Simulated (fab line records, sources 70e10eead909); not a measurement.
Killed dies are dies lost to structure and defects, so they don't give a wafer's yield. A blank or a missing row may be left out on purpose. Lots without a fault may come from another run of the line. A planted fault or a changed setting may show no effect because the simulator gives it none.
fab line records | flow nand_harc
record lots=6 wafers=18 last_day=33
route steps=1302 shown A_BLC@1135 A_M0@1137
lots that met no fault: from a run of the same line without faults
start_h: hours from the record's first day to the start of the lot's first wafer shown | wait_h: hours since the lot's step before | " the same as in the row above | L1.1+2: a row that stands for several wafers | - no value, or no start given | * or withheld: withheld | < > ~ a bound
route shown NAME@n: a module of which the file shows steps, and the number in the route of the first | usual: mean/standard deviation of fault-free wafers | same: alike in all rows | chamber/n: place in a boat | sites: the reading at each site | _std_site: their standard deviation | _edge_site: outer sites' mean less inner sites' | radius_mm: how far each site lies from the wafer's centre | mask NAME#n: copy n | behind: the tool/chamber that last shaped the wafer | hold: why the lot was held/for how many hours/how that ended | device: the transistor (n, p or np) that didn't switch | end of line: the same wafers' tests at the end of the route | a step without rows: its recipe alone | killed: dies lost to structure and defects at the first sort, not the wafer's yield | map: a wafer's dies, x killed, . not, _ none there
set.NAME: the setting as run; set.NAME@STEP: as run at that earlier step | model.NAME: the simulator's own value behind a step, which no gauge read
lots at some steps of the route; a table a step, a row a wafer
services: from which hour (start_h, from the record's first day; less than 0 if before it) a tool's chamber was out of use, for how many hours, and why
## steps
# step NHARC_A_BLC_SRD_27
# step NHARC_A_BLC_INSPECT_28
# usual raw_defect_count=502/130
# columns lot.wafer tool chamber start_h wait_h raw_defect_count
L241.1 defect_inspect-01 - 530.34 0.1 594
L241.3 " - " " 760
L241.4 " - " " 527
L253.3 defect_inspect-01 - 640.41 0.1 336
L253.4 " - " " 396
L253.5 " - " " 407
L258.2 defect_inspect-01 - 665.61 0.1 446
L258.4 " - " " 508
L258.6 " - " " 524
L257.2 defect_inspect-02 - 670.75 0.1 466
L257.3 " - " " 712
L257.4 " - " " 544
L262.1 defect_inspect-02 - 716.77 0.1 500
L262.2 " - " " 432
L262.6 " - " " 422
L264.4 defect_inspect-01 - 746.41 0.1 385
L264.5 " - " " 457
L264.6 " - " " 319
# step NHARC_A_M0_DEP_00
# recipe target_thk_a=1500 target_thk_nm=150 temp_c=withheld pressure_torr=5 flow_sccm=200 rf_w=600 material=SiOC
# step NHARC_A_M0_DEHYDRATE_01
# recipe temp_c=150 time_s=120
# step NHARC_A_M0_HMDS_02
# recipe time_s=30
# step NHARC_A_M0_COAT_33
# recipe temp_c=200 time_s=65
# step NHARC_A_M0_COAT_03
# recipe spin_rpm=1500 resist_thk_nm=90
# step NHARC_A_M0_SOFTBAKE_04
# recipe temp_c=105 time_s=55
# step NHARC_A_M0_EBR_05
# step NHARC_A_M0_EXPOSE_06
# recipe na=1.35 target_cd_nm=80 dose_mj=83.25 mask_id=A_M0
# step NHARC_A_M0_PEB_07
# recipe peb_temp_c=100 peb_time_s=65
# step NHARC_A_M0_DEVELOP_08
# recipe develop_time_s=35 dev_temp_c=23
# usual chill_plate_temp_C=22.98/0.11 develop_time_s=35/0 resist_line_temp_C=23.02/0.12
# columns lot.wafer tool chamber start_h wait_h chill_plate_temp_C develop_time_s resist_line_temp_C
L241.1 litho_track-01 0 531 - 22.71 35 23.11
L241.3 " 0 " " 22.92 35 23.16
L241.4 " 0 " " 22.83 35 23.28
L253.3 litho_track-06 0 641 - 22.95 35 22.97
L253.4 " 0 " " 23.00 35 23.24
L253.5 " 0 " " 22.93 35 23.10
L258.2 litho_track-04 - 666 - - - -
L258.4 " - " " - - -
L258.6 " - " " - - -
L257.2 litho_track-01 - 671 - - - -
L257.3 " - " " - - -
L257.4 " - " " - - -
L262.1 litho_track-04 0 717 - 23.05 35 23.14
L262.2 " 0 " " 23.11 35 23.09
L262.6 " 0 " " 23.04 35 23.16
L264.4 litho_track-06 0 747 - 22.93 35 22.98
L264.5 " 0 " " 23.07 35 22.82
L264.6 " 0 " " 23.09 35 22.84
# step NHARC_A_M0_CD_MEAS_09
# recipe target_cd_nm=80 landing_energy_ev=500
# usual cd_nm=80.2/0.68
# columns lot.wafer tool chamber start_h wait_h cd_nm
L241.1 cd_sem-01 0 531.37 - 80.3
L241.3 " 0 " " 81.0
L241.4 " 0 " " 80.8
L253.3 cd_sem-02 0 641.39 - 80.0
L253.4 " 0 " " 80.0
L253.5 " 0 " " 79.8
L258.2 cd_sem-03 0 666.52 - -
L258.4 " 0 " " -
L258.6 " 0 " " -
L257.2 cd_sem-02 0 671.65 - -
L257.3 " 0 " " -
L257.4 " 0 " " -
L262.1 cd_sem-01 0 717.54 - 80.0
L262.2 " 0 " " 80.7
L262.6 " 0 " " 80.9
L264.4 cd_sem-03 0 747.20 - 82.7
L264.5 " 0 " " 81.7
L264.6 " 0 " " 81.5
## services
# columns tool chamber start_h hours kind
litho_track-06 - 529.00 7.0 pm
litho_track-04 - 553.00 7.0 pm
litho_track-01 - 680.00 7.0 pm
litho_track-06 - 704.00 7.0 pm
litho_track-04 - 728.00 7.0 pm
## key
first_sign step=NHARC_A_M0_DEVELOP_08 reading=tool_record direction=missing
effect none on later readings
met_at NHARC_A_M0_DEVELOP_08
struck_wafers L257.2,L257.3,L257.4,L258.2,L258.4,L258.6
later_rows_left_out L257.2,L257.3,L257.4,L258.2,L258.4,L258.6
sort_left_out L257.2,L257.3,L257.4,L258.2,L258.4,L258.6
onset_between 531 666
fault kind=skipped_step_whole tool=litho_track-01,litho_track-04 chamber=- onset_h=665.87 steps=NHARC_A_M0_DEVELOP_08 scope=struck_lots_only
# sort_left_out: the simulated sort isn't trusted on such a fault, so these wafers' sort isn't shown, and their yield isn't known
# later_rows_left_out: the simulator's readings of these wafers behind a module that went badly wrong aren't trusted and aren't shown, but for the sort
